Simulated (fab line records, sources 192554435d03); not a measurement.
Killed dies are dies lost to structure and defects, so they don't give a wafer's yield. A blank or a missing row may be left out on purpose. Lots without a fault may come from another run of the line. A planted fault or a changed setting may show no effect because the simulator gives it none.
Chamber matching | flow n5_finfet | N5_BEOL_M8_STRIP_36 on rie_diel-03: 4 sister chambers
The step strips in N2/H2. 8 wafers are shown with their chamber, then 6 later ones without.

WAFERS WITH THEIR CHAMBER
wafer  | chamber | throttle_valve_pct (%) | showerhead_plenum_p_Torr (Torr)
L462.4 | 2       | 23.11                  | 2.58
L461.6 | 3       | 23.99                  | 2.51
L463.1 | 1       | 23.62                  | 2.57
L463.5 | 3       | 23.99                  | 2.51
L475.6 | 0       | 23.45                  | 2.49
L478.2 | 1       | 23.66                  | 2.56
L478.4 | 0       | 23.48                  | 2.49
L478.5 | 2       | 23.16                  | 2.57

WAFERS WITHOUT THEIR CHAMBER
wafer  | throttle_valve_pct (%) | showerhead_plenum_p_Torr (Torr)
L482.2 | 23.17                  | 2.57
L482.3 | 23.48                  | 2.49
L482.5 | 23.52                  | 2.49
L483.1 | 23.16                  | 2.56
L483.2 | 23.50                  | 2.49
L483.3 | 23.68                  | 2.50

WHICH CHAMBER EACH WENT THROUGH
wafer  | from the rows above | in truth
L482.2 | 2                   | 2
L482.3 | 0                   | 0
L482.5 | 0                   | 0
L483.1 | 2                   | 2
L483.2 | 0                   | 0
L483.3 | 0                   | 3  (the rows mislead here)
Placed correctly: 5 of 6. Can't be placed from these rows: 0. Placed wrongly: 1.
How it was worked out, from the rows above alone: a wafer's distance from a chamber is the root of the sum, over the readings, of the square of ((its reading less the chamber's mean) divided by the reading's scatter). The wafer belongs to the nearest chamber; if the next one is less than 2 further off, it can't be placed. A chamber's mean is the mean of its shown wafers. The scatter: the root of (the sum of the squares of (reading less its chamber's mean) over the shown wafers, divided by (wafers less chambers)).
